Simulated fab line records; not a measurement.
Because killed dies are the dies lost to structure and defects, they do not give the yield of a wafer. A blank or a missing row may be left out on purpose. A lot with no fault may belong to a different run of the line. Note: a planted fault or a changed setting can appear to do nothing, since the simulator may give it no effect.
Matching of chambers | flow n5Finfet | rieDiel-02 running N5_BEOL_M2_ETCH_69: 4 sister chambers
The step etches SiARC in CF4, target depth 15.6 nm, time 26 s. 14 wafers are shown with their chamber, then 7 later ones without.

EACH WAFER AND ITS CHAMBER
wafer  | chamber | showerheadPlenumPTorr (Torr) | throttleValvePct (%) | drypumpMotorCurrentA (A)
L082.1 | 1       | 2.140                        | 15.46                | 6.1
L082.3 | 2       | 2.139                        | 16.06                | 6.0
L082.5 | 3       | 2.153                        | 15.54                | 6.1
L083.2 | 0       | 2.066                        | 15.60                | 5.6
L083.5 | 2       | 2.139                        | 16.06                | 5.9
L083.6 | 3       | 2.152                        | 15.54                | 6.0
L087.2 | 1       | 2.137                        | 15.50                | 6.1
L087.3 | 0       | 2.064                        | 15.59                | 5.6
L087.6 | 2       | 2.136                        | 16.09                | 6.0
L091.1 | 0       | 2.061                        | 15.63                | 5.6
L091.4 | 1       | 2.134                        | 15.51                | 6.1
L091.6 | 2       | 2.133                        | 16.10                | 6.0
L092.3 | 3       | 2.147                        | 15.58                | 6.1
L092.4 | 1       | 2.133                        | 15.52                | 6.1

SIGNATURES, as means of the wafers listed above
reading               | chamber 0 | chamber 1 | chamber 2 | chamber 3 | scatter within a chamber
showerheadPlenumPTorr | 2.06367   | 2.13600   | 2.13675   | 2.15067   | 0.00297
throttleValvePct      | 15.6067   | 15.4975   | 16.0775   | 15.5533   | 0.023
drypumpMotorCurrentA  | 5.600     | 6.100     | 5.975     | 6.067     | 0.0376
Rule: for each reading, subtract the chamber's mean from the wafer's reading, divide by that reading's scatter and square the result; add these up over the readings and take the root, which gives the wafer's distance from the chamber. The wafer belongs to the nearest chamber; if the next one is less than 2 further off, it can't be placed. The scatter: take each reading less its chamber's mean, square it, sum over the shown wafers, divide by the number of wafers less the number of chambers, and take the root.

WAFERS WITH NO CHAMBER GIVEN
wafer  | showerheadPlenumPTorr (Torr) | throttleValvePct (%) | drypumpMotorCurrentA (A)
L092.6 | 2.061                        | 15.65                | 5.6
L095.2 | 2.131                        | 16.12                | 5.9
L095.5 | 2.130                        | 15.53                | 6.1
L095.6 | 2.059                        | 15.64                | 5.7
L096.1 | 2.129                        | 16.11                | 6.0
L096.2 | 2.129                        | 15.52                | 6.1
L096.3 | 2.144                        | 15.59                | 6.1

WHICH CHAMBER EACH WENT THROUGH
wafer  | from the rows above     | in truth
L092.6 | 0                       | 0
L095.2 | 2                       | 2
L095.5 | 1                       | 1
L095.6 | 0                       | 0
L096.1 | 2                       | 2
L096.2 | 1                       | 1
L096.3 | can't be placed: 3 or 1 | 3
Correctly placed: 6 of 7. Not placeable from these rows: 1 (in 1, the candidates include the true chamber). Placed wrongly: 0.
